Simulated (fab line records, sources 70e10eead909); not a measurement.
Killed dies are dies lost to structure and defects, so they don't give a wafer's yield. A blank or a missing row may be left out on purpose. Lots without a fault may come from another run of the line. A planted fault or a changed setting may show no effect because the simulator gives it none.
fab line records | flow nand_harc
record lots=5 wafers=15 last_day=34
route steps=1302 shown P_ZERO_WELL@5 END@1302
lots that met no fault: from a run of the same line without faults
start_h: hours from the record's first day to the start of the lot's first wafer shown | wait_h: hours since the lot's step before | " the same as in the row above | L1.1+2: a row that stands for several wafers | - no value, or no start given | * or withheld: withheld | < > ~ a bound
route shown NAME@n: a module of which the file shows steps, and the number in the route of the first | usual: mean/standard deviation of fault-free wafers | same: alike in all rows | chamber/n: place in a boat | sites: the reading at each site | _std_site: their standard deviation | _edge_site: outer sites' mean less inner sites' | radius_mm: how far each site lies from the wafer's centre | mask NAME#n: copy n | behind: the tool/chamber that last shaped the wafer | hold: why the lot was held/for how many hours/how that ended | device: the transistor (n, p or np) that didn't switch | end of line: the same wafers' tests at the end of the route | a step without rows: its recipe alone | killed: dies lost to structure and defects at the first sort, not the wafer's yield | map: a wafer's dies, x killed, . not, _ none there
set.NAME: the setting as run; set.NAME@STEP: as run at that earlier step | model.NAME: the simulator's own value behind a step, which no gauge read
lots at some steps of the route; a table a step, a row a wafer
services: from which hour (start_h, from the record's first day; less than 0 if before it) a tool's chamber was out of use, for how many hours, and why
## steps
# step NHARC_P_ZERO_WELL_DEHYDRATE_03
# recipe temp_c=150 time_s=120
# step NHARC_P_ZERO_WELL_HMDS_04
# recipe time_s=30
# step NHARC_P_ZERO_WELL_COAT_64
# recipe temp_c=200 time_s=65
# step NHARC_P_ZERO_WELL_COAT_05
# recipe spin_rpm=2000 resist_thk_nm=600
# step NHARC_P_ZERO_WELL_SOFTBAKE_06
# recipe temp_c=125 time_s=70
# step NHARC_P_ZERO_WELL_EBR_07
# step NHARC_P_ZERO_WELL_EXPOSE_08
# recipe na=0.55 target_cd_nm=500 dose_mj=33.8 mask_id=P_ZERO
# step NHARC_P_ZERO_WELL_PEB_09
# recipe peb_temp_c=128 peb_time_s=80
# step NHARC_P_ZERO_WELL_DEVELOP_10
# recipe time_s=50 dev_temp_c=22
# step NHARC_P_ZERO_WELL_CD_MEAS_11
# recipe target_cd_nm=500 landing_energy_ev=500
# usual cd_nm=500.0/1.5
# columns lot.wafer tool chamber start_h wait_h cd_nm
L521.1 cd_sem-03 0 81.12 - 499.9
L521.2 " 0 " " 497.2
L521.6 " 0 " " 499.0
L532.1 cd_sem-01 0 191.43 - 502.0
L532.3 " 0 " " 501.5
L532.6 " 0 " " 502.8
L535.3 cd_sem-02 0 221.24 - 498.3
L535.5 " 0 " " 499.7
L535.6 " 0 " " 502.8
L537.1 cd_sem-01 0 241.24 - 500.3
L537.3 " 0 " " 498.5
L537.4 " 0 " " 499.9
L538.2 cd_sem-01 0 251.23 - 500.2
L538.3 " 0 " " 501.4
L538.6 " 0 " " 500.7
# step NHARC_P_ZERO_WELL_HARDBAKE_12
# recipe temp_c=118 time_s=65
# step NHARC_P_ZERO_WELL_DESCUM_13
# recipe time_s=3 o2_flow_sccm=200 ar_flow_sccm=0 bias_power_w=0 chemistry=O2
# usual drypump_motor_current_A=5.9/0.54 oes_product_au=0.998/0.0068 rf_vpp_V=57.7/0.91 showerhead_plenum_p_Torr=1.90/0.071 throttle_valve_pct=11.311/0.0095
# columns lot.wafer tool chamber start_h wait_h drypump_motor_current_A oes_product_au rf_hours_counter_h rf_vpp_V showerhead_plenum_p_Torr throttle_valve_pct
L521.1 rie_diel-07 3 81.27 - 5.1 0.988 43 55.9 1.88 11.296
L521.2 " 0 " " 6.1 0.992 38 57.8 1.98 11.319
L521.6 " 2 " " 6.5 0.993 - 58.8 1.96 11.317
L532.3 rie_diel-07 2 191.59 - 6.5 0.995 27 60.0 1.95 11.320
L532.1 " 0 " " 6.1 0.980 27 58.6 1.97 11.326
L532.6 " 2 " " 6.5 0.998 - 59.1 1.94 11.311
L535.3 rie_diel-04 3 222.47 - 6.0 1.002 10 56.7 1.88 11.301
L535.5 " 3 " " 6.0 0.995 - 55.8 1.88 11.293
L535.6 " 0 " " 6.1 0.995 - 56.9 1.81 11.304
L537.3 rie_diel-04 2 241.40 - 6.3 1.000 18 56.1 1.86 11.322
L537.1 " 0 " " 6.1 0.983 21 57.3 1.81 11.301
L537.4 " 1 " " 6.7 1.002 17 58.2 1.99 11.311
L538.2 rie_diel-07 3 251.40 - 5.1 0.994 43 56.6 1.87 11.318
L538.3 " 2 " " 6.5 0.998 49 57.5 1.94 11.299
L538.6 " 2 " " 6.5 1.002 - 57.1 1.94 11.303
# step NHARC_P_ZERO_WELL_ETCH_65
# recipe target_depth_a=800 overetch_a=240 time_s=87.88 ion_energy_ev=200 n2_flow_sccm=150 h2_flow_sccm=150 ar_flow_sccm=0 rf_w=400 bias_w=150 chemistry=N2/H2
# usual drypump_motor_current_A=5.9/0.56 oes_product_au=0.998/0.0066 rf_vpp_V=430.2/2.3 showerhead_plenum_p_Torr=2.03/0.081 throttle_valve_pct=14.171/0.0093
# columns lot.wafer tool chamber start_h wait_h drypump_motor_current_A oes_product_au rf_hours_counter_h rf_vpp_V showerhead_plenum_p_Torr throttle_valve_pct
L521.1 rie_diel-07 2 81.38 0.1 6.5 0.998 43 431.3 2.09 14.175
L521.2 " 3 " " 5.1 0.984 43 429.5 2.01 14.174
L521.6 " 2 " " 6.5 1.001 - 432.9 2.09 14.161
L532.3 rie_diel-07 2 191.68 0.1 6.5 0.996 27 432.7 2.07 14.158
L532.1 " 3 " " 5.1 1.003 25 430.4 1.99 14.174
L532.6 " 1 " " 6.1 0.998 - 434.8 2.21 14.169
L535.3 rie_diel-04 2 222.58 0.1 6.3 0.991 12 428.9 1.99 14.167
L535.5 " 2 " " 6.3 0.994 - 428.3 1.99 14.172
L535.6 " 3 " " 6.0 0.994 - 430.3 2.01 14.184
L537.4 rie_diel-04 1 241.49 0.1 6.7 0.995 17 433.5 2.13 14.189
L537.1 " 2 " " 6.3 1.004 18 428.1 1.99 14.174
L537.3 " 3 " " 6.0 0.986 18 429.2 2.00 14.160
L538.2 rie_diel-07 3 251.51 0.1 5.1 1.017 43 428.3 1.99 14.175
L538.3 " 0 " " 6.1 0.999 47 432.5 2.09 14.176
L538.6 " 3 " " 5.1 1.001 - 428.7 1.99 14.176
# step NHARC_P_ZERO_WELL_ETCH_62
# recipe target_depth_a=130 time_s=6.5 chf3_flow_sccm=50 ar_flow_sccm=200 rf_w=500 bias_w=200 chemistry=CHF3/Ar
# usual chf3_flow_sccm=50.02/0.14 drypump_motor_current_A=5.9/0.54 oes_product_au=0.958/0.017 rf_vpp_V=370.2/2 showerhead_plenum_p_Torr=2.33/0.087 throttle_valve_pct=20.216/0.0091
# columns lot.wafer tool chamber start_h wait_h chf3_flow_sccm drypump_motor_current_A oes_product_au rf_hours_counter_h rf_vpp_V showerhead_plenum_p_Torr throttle_valve_pct
L521.2 rie_diel-07 2 - - 50.11 6.5 0.955 43 371.4 2.40 20.241
L521.1 " 0 " " 50.05 6.0 0.962 38 370.9 2.42 20.217
L521.6 " 0 " " 49.97 6.0 0.959 - 372.6 2.42 20.216
L532.3 rie_diel-07 3 - - 49.88 5.1 0.973 25 369.6 2.30 20.211
L532.1 " 0 " " 49.93 6.0 0.973 27 371.6 2.41 20.210
L532.6 " 2 " " 49.79 6.5 0.968 - 371.1 2.38 20.210
L535.3 rie_diel-04 1 - - 49.93 6.7 0.962 12 372.0 2.44 20.214
L535.5 " 0 " " 50.21 6.1 0.954 - 368.1 2.22 20.220
L535.6 " 1 " " 50.09 6.8 0.961 - 374.0 2.44 20.223
L537.4 rie_diel-04 0 - - 50.06 6.0 0.969 21 367.3 2.22 20.211
L537.1 " 1 " " 50.02 6.7 0.973 17 371.8 2.44 20.219
L537.3 " 2 " " 49.96 6.3 0.954 18 370.3 2.29 20.213
L538.2 rie_diel-07 2 - - 49.84 6.5 0.959 49 369.9 2.37 20.211
L538.3 " 0 " " 50.08 6.0 0.969 47 371.4 2.40 20.222
L538.6 " 0 " " 50.16 6.0 0.959 - 371.5 2.40 20.213
# step NHARC_P_ZERO_WELL_ETCH_63
# recipe target_depth_a=1200 time_s=40.1 hbr_flow_sccm=150 cl2_flow_sccm=50 rf_w=400 icp_w=400 bias_w=100 chemistry=HBr/Cl2
# usual drypump_motor_current_A=5.7/0.44 oes_product_au=0.999/0.0073 throttle_valve_pct=26.405/0.01
# columns lot.wafer tool chamber start_h wait_h drypump_motor_current_A oes_product_au rf_hours_counter_h throttle_valve_pct
L521.2 rie_si-06 3 81.57 - 5.9 1.005 0.00 26.399
L521.1 " 2 " " 6.0 1.006 0.00 26.420
L521.6 " 2 " " 6.0 0.993 - 26.413
L532.3 rie_si-06 3 191.86 - 5.9 0.998 0.79 26.419
L532.1 " 0 " " 4.9 0.996 0.82 26.413
L532.6 " 2 " " 6.1 1.000 - 26.420
L535.3 rie_si-01 3 222.92 - 5.3 0.987 0.08 26.410
L535.6 " 0 " " 5.6 1.007 - 26.414
L535.5 " 1 " " 6.2 1.001 - 26.414
L537.3 rie_si-05 2 241.65 - 6.0 1.010 0.49 26.418
L537.4 " 3 " " 5.4 0.997 0.58 26.413
L537.1 " 0 " " 5.1 0.989 0.62 26.400
L538.2 rie_si-05 0 251.72 - 5.0 1.005 0.72 26.408
L538.3 " 1 " " 5.1 0.983 0.66 26.396
L538.6 " 3 " " 5.5 1.000 - 26.383
# step NHARC_P_ZERO_WELL_STRIP_15
# recipe time_s=900 temp_c=130 chemistry=SPM
# step NHARC_P_ZERO_WELL_DEHYDRATE_16
# recipe temp_c=150 time_s=120
# step NHARC_P_ZERO_WELL_HMDS_17
# recipe time_s=30
# step NHARC_P_ZERO_WELL_COAT_18
# recipe spin_rpm=withheld
# step NHARC_P_ZERO_WELL_SOFTBAKE_19
# recipe temp_c=122 time_s=95
# step NHARC_P_ZERO_WELL_EBR_20
# step NHARC_P_ZERO_WELL_EXPOSE_21
# recipe na=0.6 target_cd_nm=720 dose_mj=22.31 mask_id=P_NWELL
# step NHARC_P_ZERO_WELL_PEB_22
# recipe peb_temp_c=118 peb_time_s=85
# step NHARC_P_ZERO_WELL_DEVELOP_23
# recipe time_s=70
# step NHARC_P_ZERO_WELL_CD_MEAS_24
# recipe target_cd_nm=720 landing_energy_ev=500
# usual cd_nm=719.7/1.5
# columns lot.wafer tool chamber start_h wait_h cd_nm
L521.1 cd_sem-01 0 82.52 - 720.2
L521.2 " 0 " " 720.3
L521.6 " 0 " " 718.6
L532.1 cd_sem-02 0 192.83 - 719.3
L532.3 " 0 " " 719.2
L532.6 " 0 " " 721.1
L535.3 cd_sem-02 0 223.83 - 721.1
L535.5 " 0 " " 721.2
L535.6 " 0 " " 721.3
L537.1 cd_sem-02 0 242.58 - 720.2
L537.3 " 0 " " 720.8
L537.4 " 0 " " 722.1
L538.2 cd_sem-02 0 252.50 - 720.0
L538.3 " 0 " " 720.5
L538.6 " 0 " " 720.3
# step NHARC_P_ZERO_WELL_HARDBAKE_25
# recipe temp_c=125 time_s=80
# step NHARC_P_ZERO_WELL_DESCUM_26
# recipe time_s=3 o2_flow_sccm=200 ar_flow_sccm=0 bias_power_w=0 chemistry=O2
# usual drypump_motor_current_A=5.7/0.54 oes_product_au=1.001/0.0068 rf_vpp_V=57.5/0.83 showerhead_plenum_p_Torr=1.88/0.07 throttle_valve_pct=11.309/0.0088
# columns lot.wafer tool chamber start_h wait_h drypump_motor_current_A oes_product_au rf_hours_counter_h rf_vpp_V showerhead_plenum_p_Torr throttle_valve_pct
L521.1 rie_diel-04 0 82.69 - 6.1 0.995 22 57.5 1.82 11.316
L521.2 " 1 " " 6.8 0.993 20 57.6 2.01 11.309
L521.6 " 0 " " 6.0 0.983 - 58.3 1.82 11.297
L532.3 rie_diel-02 3 193.03 - 5.4 1.009 48 58.6 1.91 11.303
L532.1 " 0 " " 4.9 1.003 50 57.2 1.78 11.316
L532.6 " 3 " " 5.3 1.002 - 57.7 1.91 11.308
L535.3 rie_diel-04 0 224.01 - 6.1 0.998 14 58.6 1.81 11.304
L535.6 " 2 " " 6.4 0.999 - 57.2 1.87 11.311
L535.5 " 3 " " 6.0 1.000 - 58.1 1.88 11.301
L537.4 rie_diel-02 1 242.75 - 5.7 1.004 6 57.1 1.86 11.306
L537.3 " 2 " " 5.4 1.006 7 55.7 1.81 11.305
L537.1 " 3 " " 5.4 1.006 5 58.3 1.91 11.303
L538.2 rie_diel-07 3 252.67 - 5.1 0.999 43 57.6 1.87 11.307
L538.3 " 0 " " 6.0 1.010 47 58.4 1.96 11.306
L538.6 " 3 " " 5.1 0.995 - 58.1 1.87 11.314
# step NHARC_P_ZERO_WELL_IMPLANT_27
# recipe energy_kev=600 dose_cm2=1e+13 tilt_deg=7
# step NHARC_P_ZERO_WELL_IMPLANT_57
# recipe energy_kev=250 dose_cm2=4e+12 tilt_deg=7
# step NHARC_P_ZERO_WELL_IMPLANT_58
# recipe energy_kev=100 dose_cm2=2e+12 tilt_deg=7
# step NHARC_P_ZERO_WELL_STRIP_28
# recipe time_s=840 temp_c=130 chemistry=SPM
# step NHARC_P_ZERO_WELL_DEHYDRATE_29
# recipe temp_c=150 time_s=120
# step NHARC_P_ZERO_WELL_HMDS_30
# recipe time_s=30
# step NHARC_P_ZERO_WELL_COAT_31
# recipe spin_rpm=withheld
# step NHARC_P_ZERO_WELL_SOFTBAKE_32
# recipe temp_c=122 time_s=95
# step NHARC_P_ZERO_WELL_EBR_33
# step NHARC_P_ZERO_WELL_EXPOSE_34
# recipe na=0.6 target_cd_nm=720 dose_mj=22.31 mask_id=P_PWELL
# step NHARC_P_ZERO_WELL_PEB_35
# recipe peb_temp_c=118 peb_time_s=85
# step NHARC_P_ZERO_WELL_DEVELOP_36
# recipe time_s=70
# step NHARC_P_ZERO_WELL_CD_MEAS_37
# recipe target_cd_nm=720 landing_energy_ev=500
# usual cd_nm=720.1/1.3
# columns lot.wafer tool chamber start_h wait_h cd_nm
L521.1 cd_sem-03 0 84.15 - 719.2
L521.2 " 0 " " 721.8
L521.6 " 0 " " 719.6
L532.1 cd_sem-01 0 194.51 - 719.4
L532.3 " 0 " " 719.4
L532.6 " 0 " " 719.2
L535.3 cd_sem-02 0 225.48 - 720.7
L535.5 " 0 " " 721.1
L535.6 " 0 " " 722.2
L537.1 cd_sem-03 0 244.09 - 722.3
L537.3 " 0 " " 720.6
L537.4 " 0 " " 723.0
L538.2 cd_sem-03 0 254.16 - 720.3
L538.3 " 0 " " 719.6
L538.6 " 0 " " 719.6
# step NHARC_P_ZERO_WELL_HARDBAKE_38
# recipe temp_c=125 time_s=80
# step NHARC_P_ZERO_WELL_DESCUM_39
# recipe time_s=3 o2_flow_sccm=200 ar_flow_sccm=0 bias_power_w=0 chemistry=O2
# usual drypump_motor_current_A=5.8/0.53 oes_product_au=0.999/0.0066 rf_vpp_V=57.7/0.82 showerhead_plenum_p_Torr=1.88/0.07 throttle_valve_pct=11.310/0.0093
# columns lot.wafer tool chamber start_h wait_h drypump_motor_current_A oes_product_au rf_hours_counter_h rf_vpp_V showerhead_plenum_p_Torr throttle_valve_pct
L521.2 rie_diel-04 0 84.37 - 6.1 0.997 22 59.1 1.82 11.292
L521.1 " 1 " " 6.8 0.991 20 58.6 2.01 11.295
L521.6 " 0 " " 6.1 0.993 - 57.8 1.82 11.310
L532.1 rie_diel-02 2 194.67 - 5.4 0.997 46 58.1 1.82 11.319
L532.3 " 3 " " 5.4 1.006 48 58.5 1.91 11.301
L532.6 " 2 " " 5.4 0.995 - 57.8 1.82 11.313
L535.3 rie_diel-02 2 226.14 - 5.4 0.995 0 58.6 1.82 11.315
L535.6 " 0 " " 4.9 1.006 - 57.2 1.78 11.293
L535.5 " 1 " " 5.7 1.003 - 58.8 1.86 11.296
L537.4 rie_diel-07 0 244.26 - 6.0 1.000 47 57.5 1.96 11.308
L537.1 " 1 " " 6.1 0.997 52 57.8 2.06 11.323
L537.3 " 2 " " 6.5 1.000 48 57.3 1.94 11.328
L538.3 rie_diel-02 0 254.32 - 4.9 1.020 8 57.5 1.78 11.315
L538.2 " 1 " " 5.7 0.999 9 58.7 1.86 11.306
L538.6 " 0 " " 4.9 1.016 - 57.9 1.78 11.304
# step NHARC_P_ZERO_WELL_INSPECT_43
# usual raw_defect_count=13/5.7
# columns lot.wafer tool chamber start_h wait_h raw_defect_count
L521.1 defect_inspect-02 - 87.65 0.6 10
L521.2 " - " " 17
L521.6 " - " " 19
L532.1 defect_inspect-01 - 197.90 0.6 10
L532.3 " - " " 15
L532.6 " - " " 1236
L535.3 defect_inspect-01 - 229.41 0.4 10
L535.5 " - " " 6
L535.6 " - " " 12
L537.1 defect_inspect-01 - 247.55 0.6 11
L537.3 " - " " 17
L537.4 " - " " 21
L538.2 defect_inspect-02 - 257.61 0.5 13
L538.3 " - " " 10
L538.6 " - " " 16
# step NHARC_END_SORT_01
# recipe temp_c=25
# usual killed_at_array=53/21 killed_at_other=1.0/1.3 killed_at_periphery=3.8/2.4 killed_dies=58/21 killed_open=3.4/1.9 killed_short=2.4/1.5
# same gross_dies=677
# columns lot.wafer tool chamber start_h wait_h killed_at_array killed_at_other killed_at_periphery killed_dies killed_open killed_short
L532.6 prober-01 0 746.70 4.0 30 3 102 135 5 3
# killed by level:class
L532.6 P_ZERO_WELL:unspecified=99 A_CHANNEL_HOLE_D1:chamber_film_flake=16 A_SLIT:chamber_film_flake=4 THIN_TSV:chamber_film_flake=3 A_CHANNEL_FILL_D2:geometric_particle:open=2 A_CHANNEL_FILL_D2:geometric_particle:short=2 P_GATE:geometric_particle:open=1 P_M0:geometric_particle:open=1
# map L532.6 (x killed, . not)
____________.____________
_________......._________
_______..........._______
______.............______
_____..............._____
____.................____
____.................____
___....x..............___
___..............x....___
__........x.......x....__
__.....................__
_........x.............._
_.......x..xx.x........._
_......x.xxxx.x........._
_.......xxxxxxxx........_
_....x..xxxxxxxxx......._
........xxxxxxxx.........
.......xxxxxxxxx.x.......
.......xxxxxxxxxx........
......x.xxxxxxxx.........
.......xxxxxxxx..........
_......xxxxxxxxxx......._
_........xxxxxx........x_
_........xxxxxxx........_
_.......x.xx.x.....xx..._
_........xxx..........x._
__........x............__
__.........x...x.......__
___............x......___
___...................___
____......x..........____
____.............x.x.____
_____...........xxx._____
______.........xxxx______
_______......xxxxx_______
_________...xxxx_________
____________.____________
# map L538.6 (x killed, . not)
____________x____________
_________...xxxx_________
_______.....xxxxxx_______
______....x...xxx..______
_____........x.xx..._____
____........xxx.x....____
____........x.xx.....____
___...................___
___...................___
__.....................__
__.....x...x.x......x..__
_..x...................._
_......................._
_......................._
_............x.........._
_......................._
.........................
.........................
.........................
.........................
.........................
_......................x_
_......................._
_......................._
_........x.............._
_......................._
__.....................__
__...x..........x......__
___.xx..x.............___
___..xx...............___
____.xxxxxxx..x......____
____.xxxxx...........____
_____xxxxxx.......x._____
______xxxxx........______
_______xxx........_______
_________x.x...x_________
____________.____________
## services
# columns tool chamber start_h hours kind
rie_si-06 3 66.99 1.6 repair
rie_si-06 - 72.00 9.0 pm
rie_diel-07 0 76.60 - clean
rie_diel-07 1 76.60 - clean
rie_diel-07 2 76.60 - clean
rie_diel-07 1 80.62 7.5 repair
rie_diel-07 2 86.21 2.4 repair
rie_diel-07 - 105.69 0.4 repair
rie_diel-07 - 119.37 9.0 pm
rie_diel-04 2 122.02 11.2 repair
rie_diel-04 0 126.27 2.3 repair
rie_si-05 - 128.05 9.0 pm
rie_diel-04 1 133.26 13.0 repair
rie_diel-07 2 135.11 1.5 repair
rie_diel-02 - 146.75 0.8 repair
rie_diel-04 2 170.29 5.6 repair
rie_si-06 0 174.39 6.8 repair
rie_diel-04 - 178.27 9.0 pm
rie_si-01 - 193.00 9.0 pm
rie_diel-02 - 216.99 9.0 pm
rie_si-06 1 236.49 3.0 repair
rie_si-06 0 241.95 3.2 repair
rie_diel-07 1 247.23 8.4 repair
rie_si-06 - 249.00 9.0 pm
## key
first_sign step=NHARC_P_ZERO_WELL_INSPECT_43 reading=raw_defect_count direction=up sigmas=99+ usual=13 struck=1236
effect step=NHARC_END_SORT_01 reading=killed_at_periphery direction=up sigmas=41 usual=3.8 struck=102
more_kills_born_at NHARC_P_ZERO_WELL_ETCH_65@rie_diel-07=99
met_at NHARC_P_ZERO_WELL_ETCH_65
struck_wafers L532.6
tester_left_out L532
fault kind=chamber_particle_source tool=rie_diel-07 chamber=1 onset_h=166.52 steps=NHARC_P_ZERO_WELL_ETCH_65 rate_per_visit_cm2=1.945 end_h=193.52
# tester_left_out: of these lots the tester's yield and bins aren't shown, on N5 and GAA mostly nor the transistor test; their killed dies are dies lost to structure and defects alone, not to doping, threshold or leakage, so they don't give the yield
